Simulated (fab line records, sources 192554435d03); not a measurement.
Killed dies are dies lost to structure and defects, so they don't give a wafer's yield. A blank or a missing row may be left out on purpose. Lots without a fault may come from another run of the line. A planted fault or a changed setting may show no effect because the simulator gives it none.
fab line records | flow n5_finfet
record lots=7 wafers=39
route steps=1938 shown SD_EPI_N@281 GATE_CUT@477 MOL_CONTACT_COAG@562
start_h: hours from the record's first day to the start of the lot's first wafer shown | wait_h: hours since the lot's step before | " the same as in the row above | L1.1+2: a row that stands for several wafers | - no value, or no start given | * or withheld: withheld | < > ~ a bound
route shown NAME@n: a module of which the file shows steps, and the number in the route of the first | usual: mean/standard deviation of fault-free wafers | same: alike in all rows | chamber/n: place in a boat | sites: the reading at each site | _std_site: their standard deviation | _edge_site: outer sites' mean less inner sites' | radius_mm: how far each site lies from the wafer's centre | mask NAME#n: copy n | behind: the tool/chamber that last shaped the wafer | hold: why the lot was held/for how many hours/how that ended | device: the transistor (n, p or np) that didn't switch | end of line: the same wafers' tests at the end of the route | a step without rows: its recipe alone | killed: dies lost to structure and defects at the first sort, not the wafer's yield | map: a wafer's dies, x killed, . not, _ none there
set.NAME: the setting as run; set.NAME@STEP: as run at that earlier step | model.NAME: the simulator's own value behind a step, which no gauge read
lots whose settings were changed on purpose; a table a step, a row a wafer
## steps
# step N5_SD_EPI_N_SD_RECESS_17
# recipe chemistry=HBr/Cl2/O2 target_depth_a=410 mask_material=SOC time_s=23.7 bt_time_s=3 pressure_mtorr=10 icp_w=800 bias_w=112 HBr_flow_sccm=150 Cl2_flow_sccm=80 O2_flow_sccm=12
# columns lot.wafer tool chamber start_h wait_h set.time_s model.Si_of_WELL_APT_EPI_41.thk_nm model.etch.depth_nm model.SD_EPI_N.feature_depth_nm
L074.1 rie_si-06 0 48.47 0.0 23.7 9.6 39.41 39.4
L074.3 " 3 " " 23.7 8.4 39.91 40
L074.6 " 1 " " 23.7 8 40.74 40.8
L078.1 rie_si-04 2 74.77 0.0 23.7 8.8 39.9 39.8
L078.2 " 1 " " 22.29 10.4 38.13 38.2
L078.3 " 3 " " 22.29 10.2 38.79 38.8
L078.4 " 0 " " 22.29 8.4 39.72 39.8
L078.5 " 3 " " 23.7 7.6 41.33 41.4
L078.6 " 2 " " 23.7 8.2 40.3 40.2
L085.1 rie_si-03 1 115.98 0.0 23.7 10 39.56 39.6
L085.2 " 0 " " 25.08 6.6 43.12 43.2
L085.3 " 3 " " 25.08 9 40.96 41
L085.4 " 1 " " 23.7 10.4 39.58 39.6
L085.5 " 3 " " 23.7 11.4 39.04 39
L085.6 " 0 " " 25.08 6.2 43.45 43.4
L086.1 rie_si-04 2 124.43 0.0 23.7 8.8 40.03 40
L086.2 " 1 " " 23.7 9.4 39.66 39.6
L086.3 " 3 " " 21.67 12 37.39 37.4
L086.4 " 0 " " 23.7 8.2 41.72 41.8
L086.5 " 2 " " 21.67 13.2 36.54 36.6
L086.6 " 1 " " 21.67 13.4 36.47 36.4
L089.1 rie_si-04 0 139.72 0.0 23.7 6.2 42.41 42.4
L089.2 " 1 " " 23.7 8.6 40.34 40.4
L089.3 " 2 " " 23.7 8.8 40.41 40.4
L089.4 " 3 " " 23.7 7.6 41.36 41.4
L089.5 " 3 " " 23.7 7.6 41.02 41
L089.6 " 2 " " 23.7 8.8 39.98 40
L091.1 rie_si-06 2 151.13 0.0 22.73 11.4 37.56 37.6
L091.2 " 3 " " 22.73 11.8 38.27 38.2
L091.3 " 0 " " 22.73 11.6 37.83 37.8
L091.4 " 1 " " 23.7 8.6 40.68 40.6
L091.5 " 1 " " 23.7 8.6 40.5 40.4
L091.6 " 2 " " 23.7 10.8 39.05 39
L092.1 rie_si-06 3 158.22 0.0 25.87 4.2 43.85 43.8
L092.2 " 2 " " 25.87 5 43.24 43.2
L092.3 " 1 " " 23.7 7.8 40.54 40.6
L092.4 " 0 " " 23.7 8.8 39.31 39.4
L092.5 " 0 " " 25.87 5.2 43.06 43
L092.6 " 3 " " 23.7 9.2 40.04 40
# step N5_GATE_CUT_HM_DEP_46
# recipe material=SiO2 target_thk_a=1300 temp_c=400 precursor=TEOS/O2 pressure_torr=6.5 rf_w=900 teos_flow_sccm=161.4 gas=O2 flow_sccm=2650 time_s=26.6
# columns lot.wafer tool chamber start_h wait_h set.target_thk_a model.SiO2_of_GATE_CUT_HM_DEP_46.thk_nm
L074.1 pecvd-01 0 82.41 0.0 1300 129.4
L074.3 " 1 " " 1300 129.8
L074.6 " 0 " " 1300 134
L078.1 pecvd-03 0 109.33 0.0 1121 107.4
L078.2 " 1 " " 1300 125.8
L078.3 " 2 " " 1121 110.2
L078.4 " 0 " " 1300 129.4
L078.5 " 2 " " 1300 129.8
L078.6 " 1 " " 1121 109.8
L085.1 pecvd-02 1 149.21 0.0 1300 128.8
L085.2 " 2 " " 1300 129.8
L085.3 " 0 " " 1246 123.8
L085.4 " 0 " " 1246 125.4
L085.5 " 1 " " 1246 125.2
L085.6 " 2 " " 1300 130.6
L086.1 pecvd-01 2 158.40 0.0 1300 128.6
L086.2 " 0 " " 1129 114
L086.3 " 1 " " 1129 112.6
L086.4 " 0 " " 1129 113.4
L086.5 " 2 " " 1300 130.4
L086.6 " 1 " " 1300 131.2
L089.1 pecvd-02 1 171.90 0.0 1300 129
L089.2 " 0 " " 1373 137
L089.3 " 2 " " 1373 134.6
L089.4 " 0 " " 1300 131
L089.5 " 1 " " 1373 137.6
L089.6 " 2 " " 1300 132.6
L091.1 pecvd-03 0 185.97 0.0 1300 130.4
L091.2 " 2 " " 1300 129.8
L091.3 " 1 " " 1300 127.2
L091.4 " 1 " " 1300 128.8
L091.5 " 2 " " 1300 131
L091.6 " 0 " " 1300 130
L092.1 pecvd-01 2 192.58 0.0 1300 127.4
L092.2 " 0 " " 1300 128.4
L092.3 " 1 " " 1300 125.8
L092.4 " 1 " " 1199 117.6
L092.5 " 2 " " 1199 120.8
L092.6 " 0 " " 1199 119
# step N5_GATE_CUT_COAT_34
# recipe resist=SOC temp_c=250 time_s=60 spin_rpm=1500 resist_thk_nm=60
# step N5_GATE_CUT_COAT_35
# recipe resist=SiARC temp_c=220 time_s=60 spin_rpm=1500 resist_thk_nm=10
# step N5_GATE_CUT_STRIP_38
# recipe chemistry=N2/H2 temp_c=40 n2_flow_sccm=200 h2_flow_sccm=200 rf_frequency_hz=6e+07
# step N5_GATE_CUT_STRIP_39
# recipe chemistry=N2/H2 temp_c=40 n2_flow_sccm=200 h2_flow_sccm=200 rf_frequency_hz=6e+07
# step N5_GATE_CUT_HM_OPEN_40
# recipe chemistry=C4F6/O2 target=SiO2 mask_material=SiARC target_depth_a=1390 time_s=85.1 ion_energy_ev=250 pressure_mtorr=30 source_w=345 bias_w=185 Ar_flow_sccm=300 C4F6_flow_sccm=10 O2_flow_sccm=10 ends=cleared
# usual etch_rf_on_time_s=95.6/2.1
# columns lot.wafer tool chamber start_h wait_h set.target_thk_a@GATE_CUT_HM_DEP_46 etch_rf_on_time_s model.etch.depth_nm model.SOC_of_GATE_CUT_COAT_34.thk_nm
L074.1 rie_diel-01 2 83.10 0.0 1300 93.0 129.4 34
L074.3 " 1 " " 1300 94.2 129.8 32.4
L074.6 " 1 " " 1300 96.8 134 31.6
L078.1 rie_diel-01 0 109.95 0.0 1121 76.6 107.4 38
L078.2 " 2 " " 1300 89.6 125.7 34.6
L078.3 " 3 " " 1121 83.6 110.2 36.8
L078.4 " 1 " " 1300 93.9 129.4 32.6
L078.5 " 2 " " 1300 93.1 129.8 34
L078.6 " 3 " " 1121 83.8 109.9 37
L085.1 rie_diel-01 0 150.80 0.0 1300 94.1 128.8 33.6
L085.2 " 2 " " 1300 93.1 129.8 33.8
L085.3 " 3 " " 1246 93.8 123.8 33.8
L085.4 " 1 " " 1246 92.8 125.5 33.4
L085.5 " 3 " " 1246 95.0 125.1 33.6
L085.6 " 2 " " 1300 93.5 130.6 33.4
L086.1 rie_diel-01 1 159.89 0.0 1300 95.3 128.6 32.6
L086.2 " 3 " " 1129 87.0 114 36.2
L086.3 " 0 " " 1129 81.9 112.7 37
L086.4 " 2 " " 1129 82.3 113.3 37.2
L086.5 " 1 " " 1300 96.5 130.3 32.2
L086.6 " 0 " " 1300 96.2 131.1 33.4
L089.1 rie_diel-01 2 172.64 0.0 1300 93.3 129.1 33.6
L089.2 " 1 " " 1373 100.3 137 30.6
L089.3 " 3 " " 1373 101.4 134.6 31.6
L089.4 " 0 " " 1300 94.0 131.1 33.2
L089.5 " 1 " " 1373 100.2 137.6 30.8
L089.6 " 2 " " 1300 94.4 132.7 33
L091.1 rie_diel-06 1 186.72 0.0 1300 96.3 130.3 32.6
L091.2 " 0 " " 1300 97.8 129.8 32.8
L091.3 " 2 " " 1300 94.2 127.1 33.2
L091.4 " 3 " " 1300 94.5 128.8 32.8
L091.5 " 2 " " 1300 97.3 130.9 32.4
L091.6 " 3 " " 1300 95.3 129.9 32.8
L092.1 rie_diel-02 2 193.92 0.0 1300 94.7 127.3 33.2
L092.2 " 3 " " 1300 91.6 128.3 33
L092.3 " 1 " " 1300 93.1 125.8 33.8
L092.4 " 0 " " 1199 87.4 117.6 35.2
L092.5 " 3 " " 1199 86.3 120.7 34.6
L092.6 " 0 " " 1199 89.1 119.1 34.8
# step N5_GATE_CUT_STRIP_41
# recipe chemistry=CF4 resist=SiARC power_w=300 bias_power_w=75 pressure_mtorr=50 cf4_flow_sccm=150 rf_frequency_hz=6e+07
# step N5_GATE_CUT_STRIP_42
# recipe chemistry=O2 power_w=400 temp_c=40 pressure_mtorr=30 rf_frequency_hz=6e+07 bias_power_w=0 overash_fraction=0.3 o2_flow_sccm=225
# step N5_GATE_CUT_ALD_22
# recipe material=SiNx target_thk_a=160 temp_c=400 ald_precursor_family=SiH2I2 ald_co_reactant=N2/H2-plasma pulse_time_s=1 ald_cycles=320 purge_time_s=2 co_reactant_purge_time_s=2 pressure_torr=2
# step N5_GATE_CUT_CMP_23
# recipe stop_on=SiO2 t_overpolish_s=23.4 post_cmp_clean=alkaline_brush down_force_psi=2.5 platen_rpm=51.8 pad_velocity_m_s=1.0307 target_thk_nm=16
# step N5_GATE_CUT_THK_MEAS_24
# recipe reads=SiO2_of_GATE_CUT_HM_DEP_46+SiO2_flowable_of_ILD0_FCVD_FILL_01
# usual GC_FILL_THK=219.7/2.3
# columns lot.wafer tool chamber start_h wait_h set.target_thk_a@GATE_CUT_HM_DEP_46 GC_FILL_THK[nm]
L074.1 film_metro-02 - 85.56 - 1300 219.9
L074.3 " - " " 1300 222.6
L074.6 " - " " 1300 226.0
L078.1 film_metro-02 - 112.53 - 1121 197.6
L078.2 " - " " 1300 214.5
L078.3 " - " " 1121 198.7
L078.4 " - " " 1300 216.9
L078.5 " - " " 1300 217.7
L078.6 " - " " 1121 198.2
L085.1 film_metro-02 - 153.25 - 1300 219.0
L085.2 " - " " 1300 220.1
L085.3 " - " " 1246 217.1
L085.4 " - " " 1246 215.4
L085.5 " - " " 1246 216.8
L085.6 " - " " 1300 220.1
L086.1 film_metro-01 - 162.38 - 1300 219.1
L086.2 " - " " 1129 202.6
L086.3 " - " " 1129 202.4
L086.4 " - " " 1129 201.8
L086.5 " - " " 1300 219.0
L086.6 " - " " 1300 219.1
L089.1 film_metro-01 - 175.10 - 1300 217.7
L089.2 " - " " 1373 227.4
L089.3 " - " " 1373 222.8
L089.4 " - " " 1300 219.0
L089.5 " - " " 1373 226.9
L089.6 " - " " 1300 221.5
L091.1 film_metro-01 - 189.42 - 1300 220.4
L091.2 " - " " 1300 218.8
L091.3 " - " " 1300 215.9
L091.4 " - " " 1300 217.0
L091.5 " - " " 1300 219.3
L091.6 " - " " 1300 219.8
L092.1 film_metro-02 - 196.37 - 1300 217.7
L092.2 " - " " 1300 217.3
L092.3 " - " " 1300 213.9
L092.4 " - " " 1199 206.5
L092.5 " - " " 1199 209.0
L092.6 " - " " 1199 206.9
# step N5_GATE_CUT_CMP_43
# recipe material=SiO2 post_cmp_clean=rinse_only
# columns lot.wafer tool chamber start_h wait_h set.target_thk_a@GATE_CUT_HM_DEP_46 model.SiO2_of_GATE_CUT_HM_DEP_46.thk_nm
L074.3+1 cmp-04 3,0 85.67 0.1 1300 5
L074.6 " 2 " " 1300 5.2
L078.3+1+6 cmp-04 2,1,3 112.69 0.2 1121 4
L078.2 " 3 " " 1300 4.8
L078.4+5 " 0,2 " " 1300 5
L085.1+2+6 cmp-04 3,0,3 153.36 0.1 1300 5
L085.4+3+5 " 1,2,0 " " 1246 4.8
L086.4+2+3 cmp-02 0,1,3 162.41 0.0 1129 4.2
L086.1+6+5 " 2,0,1 " " 1300 5
L089.2+5 cmp-01 2,3 175.13 0.0 1373 5.4
L089.3 " 3 " " 1373 5.2
L089.1+4 " 0,1 " " 1300 5
L089.6 " 2 " " 1300 5.2
L091.2+4+1+6+5 cmp-02 0,1,2,0,1 189.45 0.0 1300 5
L091.3 " 3 " " 1300 4.8
L092.3+1 cmp-04 3,2 196.40 0.0 1300 4.8
L092.2 " 0 " " 1300 5
L092.4+6 " 1,3 " " 1199 4.4
L092.5 " 0 " " 1199 4.6
# step N5_MOL_CONTACT_COAG_ALD_123
# recipe material=SiNx target_thk_a=50 temp_c=400 ald_precursor_family=SiH2I2 ald_co_reactant=N2/H2-plasma pulse_time_s=1 purge_time_s=2 co_reactant_purge_time_s=2 ald_cycles=100 pressure_torr=2
# columns lot.wafer tool chamber start_h wait_h set.ald_cycles model.SiNx_of_MOL_CONTACT_COAG_ALD_123.thk_nm
L074.1+3+6 ald_sin-02 1,0,1 96.63 0.0 100 5
L078.1+2+3 ald_sin-01 1,0,3 122.67 0.3 83 4.2
L078.4+5+6 " 2,0,1 " " 100 5
L085.1+5+6 ald_sin-02 2,2,1 161.82 0.0 100 5
L085.2+3+4 " 1,3,0 " " 89 4.4
L086.1+2+3+4+5+6 ald_sin-02 1,2,0,3,0,3 172.13 0.0 100 5
L089.1+2+3 ald_sin-04 1,3,0 189.40 1.5 83 4.2
L089.4+5+6 " 0,3,1 " " 100 5
L091.1+5 ald_sin-01 3 201.65 0.0 87 4.2
L091.2+4+6 " 2,1,0 " " 100 5
L091.3 " 0 " " 87 4.4
L092.1+2+3+4+5+6 ald_sin-01 2,3,0,1,0,3 206.23 0.5 100 5
# step N5_MOL_CONTACT_COAG_VIA_ETCH_46
# recipe chemistry=C4F6/O2 target_depth_a=460 overetch_a=92 mask_material=SOC target=SiO2 bias_w=455 pressure_mtorr=10 time_s=40 source_w=325 Ar_flow_sccm=300 C4F6_flow_sccm=10 O2_flow_sccm=10 ion_energy_ev=575.3 ends=end_point
# columns lot.wafer tool chamber start_h wait_h set.target_depth_a
L074.1+3+6 rie_diel-05 2,0,2 98.67 0.0 460
L078.1+4+5 rie_diel-03 0,1,1 124.12 0.0 460
L078.2+3+6 " 2,3,2 " " 423.6
L085.1+2+3+4+5+6 rie_diel-04 3,2,0,1,2,3 163.69 0.0 460
L086.1+4+5 rie_diel-03 2,1,0 173.91 0.0 517.4
L086.2+3+6 " 0,3,1 " " 460
L089.1+3+6 rie_diel-05 0,3,2 191.29 0.0 412.4
L089.2+4+5 " 2,0,3 " " 460
L091.1+2+6 rie_diel-04 1,0,1 203.24 0.0 490.4
L091.3+4+5 " 3,0,3 " " 460
L092.1+2+3+4+5+6 rie_diel-04 2,1,3,0,2,3 207.88 0.0 460
# step N5_MOL_CONTACT_COAG_STRIP_96
# recipe chemistry=N2/H2 power_w=500 temp_c=40 pressure_mtorr=50 rf_frequency_hz=6e+07 overash_fraction=0.3 bias_power_w=28 h2_frac=0.5 n2_flow_sccm=300 h2_flow_sccm=300
# step N5_MOL_CONTACT_COAG_ETCH_47
# recipe chemistry=CH3F/O2 target=SiNx target_depth_a=270 mask_material=SiO2 stop_on=W over_etch_frac=0.2 ion_energy_ev=120 endpoint=OES-CN pressure_mtorr=30 source_w=395 bias_w=73 Ar_flow_sccm=150 CH3F_flow_sccm=30 O2_flow_sccm=20 ends=end_point
# step N5_MOL_CONTACT_COAG_STRIP_120
# recipe chemistry=CHF3 resist=SiARC rf_frequency_hz=6e+07
# step N5_MOL_CONTACT_COAG_VIA_ETCH_117
# recipe chemistry=C4F6/O2 target_depth_a=400 overetch_a=80 mask_material=SOC target=SiO2 bias_w=455 pressure_mtorr=10 time_s=26 source_w=325 Ar_flow_sccm=300 C4F6_flow_sccm=10 O2_flow_sccm=10 ion_energy_ev=575.3 ends=end_point
# step N5_MOL_CONTACT_COAG_ETCH_124
# recipe chemistry=CH3F/O2 target=SiNx target_depth_a=65 mask_material=SOC stop_on=SiOC over_etch_frac=0.3 ion_energy_ev=120 pressure_mtorr=30 source_w=395 bias_w=73 Ar_flow_sccm=150 CH3F_flow_sccm=30 O2_flow_sccm=20 ends=end_point
# columns lot.wafer tool chamber start_h wait_h set.ald_cycles@MOL_CONTACT_COAG_ALD_123 model.etch.depth_nm
L074.1 rie_diel-05 1 100.21 0.0 100 5.044
L074.3 " 3 " " 100 5.034
L074.6 " 2 " " 100 5.055
L078.1 rie_diel-03 1 125.62 0.0 83 4.192
L078.2 " 0 " " 83 4.165
L078.3 " 3 " " 83 4.109
L078.4 " 2 " " 100 4.959
L078.5 " 1 " " 100 5.023
L078.6 " 2 " " 100 5.033
L085.1 rie_diel-04 1 165.09 0.0 100 5.075
L085.2 " 2 " " 89 4.499
L085.3 " 3 " " 89 4.477
L085.4 " 0 " " 89 4.493
L085.5 " 1 " " 100 5.056
L085.6 " 0 " " 100 5.073
L086.1 rie_diel-03 2 175.85 0.0 100 5.045
L086.2 " 0 " " 100 5.06
L086.3 " 1 " " 100 5
L086.4 " 3 " " 100 5.017
L086.5 " 1 " " 100 4.981
L086.6 " 2 " " 100 5.011
L089.1 rie_diel-05 2 193.40 0.0 83 4.154
L089.2 " 3 " " 83 4.147
L089.3 " 0 " " 83 4.108
L089.4 " 2 " " 100 4.979
L089.5 " 0 " " 100 4.978
L089.6 " 3 " " 100 4.982
L091.1 rie_diel-04 0 204.71 0.0 87 4.297
L091.2 " 3 " " 100 4.932
L091.3 " 1 " " 87 4.329
L091.4 " 2 " " 100 4.991
L091.5 " 3 " " 87 4.284
L091.6 " 0 " " 100 4.999
L092.1 rie_diel-03 2 209.29 0.0 100 4.966
L092.2 " 0 " " 100 4.969
L092.3 " 1 " " 100 4.998
L092.4 " 3 " " 100 4.97
L092.5 " 1 " " 100 5.012
L092.6 " 0 " " 100 4.956
## key
split step=N5_SD_EPI_N_SD_RECESS_17 setting=time_s stated=23.7 by=wafer
response step=N5_SD_EPI_N_SD_RECESS_17 reading=model.Si_of_WELL_APT_EPI_41.thk_nm change=-0.44 per=1% r=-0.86
response step=N5_SD_EPI_N_SD_RECESS_17 reading=model.etch.depth_nm change=+0.409 per=1% r=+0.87
response step=N5_SD_EPI_N_SD_RECESS_17 reading=model.SD_EPI_N.feature_depth_nm change=+0.403 per=1% r=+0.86
split step=N5_GATE_CUT_HM_DEP_46 setting=target_thk_a stated=1300 by=wafer
response step=N5_GATE_CUT_HM_DEP_46 reading=model.SiO2_of_GATE_CUT_HM_DEP_46.thk_nm change=+1.27 per=1% r=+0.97
response step=N5_GATE_CUT_HM_OPEN_40 reading=etch_rf_on_time_s change=* per=1% r=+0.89
response step=N5_GATE_CUT_HM_OPEN_40 reading=model.etch.depth_nm change=+1.27 per=1% r=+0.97
response step=N5_GATE_CUT_HM_OPEN_40 reading=model.SOC_of_GATE_CUT_COAT_34.thk_nm change=-0.269 per=1% r=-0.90
response step=N5_GATE_CUT_THK_MEAS_24 reading=GC_FILL_THK change=+1.25 per=1% r=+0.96
response step=N5_GATE_CUT_CMP_43 reading=model.SiO2_of_GATE_CUT_HM_DEP_46.thk_nm change=+0.0611 per=1% r=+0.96
split step=N5_MOL_CONTACT_COAG_ALD_123 setting=ald_cycles stated=100 by=wafer
response step=N5_MOL_CONTACT_COAG_ALD_123 reading=model.SiNx_of_MOL_CONTACT_COAG_ALD_123.thk_nm change=+0.0499 per=1% r=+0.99
response step=N5_MOL_CONTACT_COAG_ETCH_124 reading=model.etch.depth_nm change=+0.0505 per=1% r=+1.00
split step=N5_MOL_CONTACT_COAG_VIA_ETCH_46 setting=target_depth_a stated=460 by=wafer
response none clear
